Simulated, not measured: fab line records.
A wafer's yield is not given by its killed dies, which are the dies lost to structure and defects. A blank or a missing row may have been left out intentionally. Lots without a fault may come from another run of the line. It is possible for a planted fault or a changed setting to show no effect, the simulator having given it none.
Problem report in the 8D (eight disciplines) form, filled by code | flow nand-harc | the parts of the form that need people (team, actions taken, sign-off) are left out

1. PROBLEM STATEMENT
run-length-s at NHARC_P_M1_ETCH_15 reads a mean of 104.2 s on 1 wafer of 1 lot; wafers without a fault read 112.7 s with a standard deviation of 0.48. Measured from the usual mean, that is -18 standard deviations.
The step: etches the open film in C4F8/Ar, target depth 182.5 nm, time 91.2 s.
Earliest sighting: wafer L615.3 on rie-diel-09 at day 10 06:56. At this step, 36 wafers from 12 lots have a number in the record. Rule for "out", or "out of limits": more than 4 standard deviations from the usual mean. The rest of the wafers with a number are treated as sound.

2. WHAT IT IS, AND WHAT IT ISN'T
question                    | is                | is not
which readings at this step | run-length-s      | oes-product-au, rf-vpp-V
which lots                  | L615              | L601, L602, L603, L604, L605, L606, L607, L618, L619, L620, L621
which wafers of those lots  | L615.3            | L615.1, L615.2
read on which tools         | rie-diel-09       | rie-diel-07, rie-diel-10
when                        | from day 10 06:56 | up to then (23 sound wafers); but 12 sound wafers of L618, L619, L620, L621 came after

3. SUSPECTS, AND WHAT RULES EACH OUT
Counting: a tool at a process step up to the reading stays a suspect if it ran every lot that is out. Sound lots after the first of them don't rule it out here, since some wafers of a struck lot are sound.
- cmp-01 at NHARC_P_M0_CMP_23 (polishes, t overpolish 20 s, target thk 117.53 nm): kept. It processed L615, the lot that is out, at day 10 04:43, and its most recent sound lot before then was L606 at day 7 02:49.
- rie-diel-09 at NHARC_P_M1_ETCH_15 (etches the open film in C4F8/Ar, target depth 182.5 nm, time 91.2 s): kept. It processed L615, the lot that is out, at day 10 06:56, and its most recent sound lot before then was L606 at day 7 04:59. Its own readings are out on those wafers: run-length-s.
- In cmp-01 at NHARC_P_M0_CMP_23, the wafers that are out were processed in chamber 3 and their sound lot-mates in chambers 0, 1.
- In rie-diel-09 at NHARC_P_M1_ETCH_15, the wafers that are out were processed in chamber 3 and their sound lot-mates in chambers 0, 1.
Remaining after the count are cmp-01 at NHARC_P_M0_CMP_23 and rie-diel-09 at NHARC_P_M1_ETCH_15.

4. THE CAUSE (what the simulator had put in)
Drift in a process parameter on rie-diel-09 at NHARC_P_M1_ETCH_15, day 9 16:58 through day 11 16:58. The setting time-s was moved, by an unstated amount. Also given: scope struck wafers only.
This tool is one of the 2 suspects left after counting.

5. THE CHAIN OF EFFECTS, in route order
Rows list readings where the struck wafers' mean (over those with a number) sits beyond 3 standard deviations from the usual. Readings are gone through only where the record gives a usual standard deviation; hours: the median, over the lots, of the time from a lot's start at the first step in this table giving one to that lot's start at this step; sigmas: the change measured in usual standard deviations.
hours | step               | reading      | usual   | on struck wafers | change | sigmas
0     | NHARC_P_M1_ETCH_15 | run-length-s | 112.7 s | 104.2            | -8.5   | -18
The process steps in it:
- NHARC_P_M1_ETCH_15: etches the open film in C4F8/Ar, target depth 182.5 nm, time 91.2 s.

6. HOW IT WOULD HAVE BEEN CAUGHT EARLIER
The fault began at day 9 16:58; the first out-of-limits reading in this record came at day 10 06:56, 14 hours later.
